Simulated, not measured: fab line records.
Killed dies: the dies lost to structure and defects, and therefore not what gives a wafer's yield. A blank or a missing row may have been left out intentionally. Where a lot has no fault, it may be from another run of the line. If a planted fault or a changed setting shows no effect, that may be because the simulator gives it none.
Chamber matching | flow n5 finfet | N5_FIN_SAQP_ALD_61 on ald sin-02: 4 sister chambers
The step deposits SiO2, target thk 4 nm, pulse time 1 s, purge time 2 s. 4 wafers are shown with their chamber, then 9 later ones without.

## WAFERS WITH THEIR CHAMBER
wafer  | chamber | heater power w (W)
L087.2 | 1       | 429
L090.2 | 2       | 411
L090.3 | 0       | 383
L090.4 | 3       | 461

## WAFERS WITHOUT THEIR CHAMBER
wafer  | heater power w (W)
L092.4 | 427
L092.5 | 425
L092.6 | 381
L095.1 | 414
L095.4 | 436
L095.5 | 400
L096.3 | 405
L096.5 | 408
L096.6 | 440

## THE CHAMBER EACH PASSED THROUGH
wafer  | from the rows above     | in truth
L092.4 | 1                       | 1
L092.5 | can't be placed: 1 or 2 | 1
L092.6 | 0                       | 0
L095.1 | can't be placed: 2 or 1 | 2
L095.4 | 1                       | 1
L095.5 | can't be placed: 2 or 0 | 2
L096.3 | 2                       | 2
L096.5 | 2                       | 2
L096.6 | can't be placed: 1 or 3 | 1
Correct placement for 5 of the 9. Can't be placed from these rows: 4 (the true chamber is among the candidates in 4). Wrongly placed: 0.
How it was worked out, from the rows above alone: a wafer's distance from a chamber is the root of the sum, over the readings, of the square of ((its reading less the chamber's mean) divided by the reading's scatter). If the next closest chamber is less than 2 further off than the closest, the wafer can't be placed; otherwise it belongs to the closest. For every chamber, the mean is computed from those of its wafers that are shown. The scatter: root of mean squared gap, hidden wafer to nearest shown wafer, with one shown wafer a chamber.
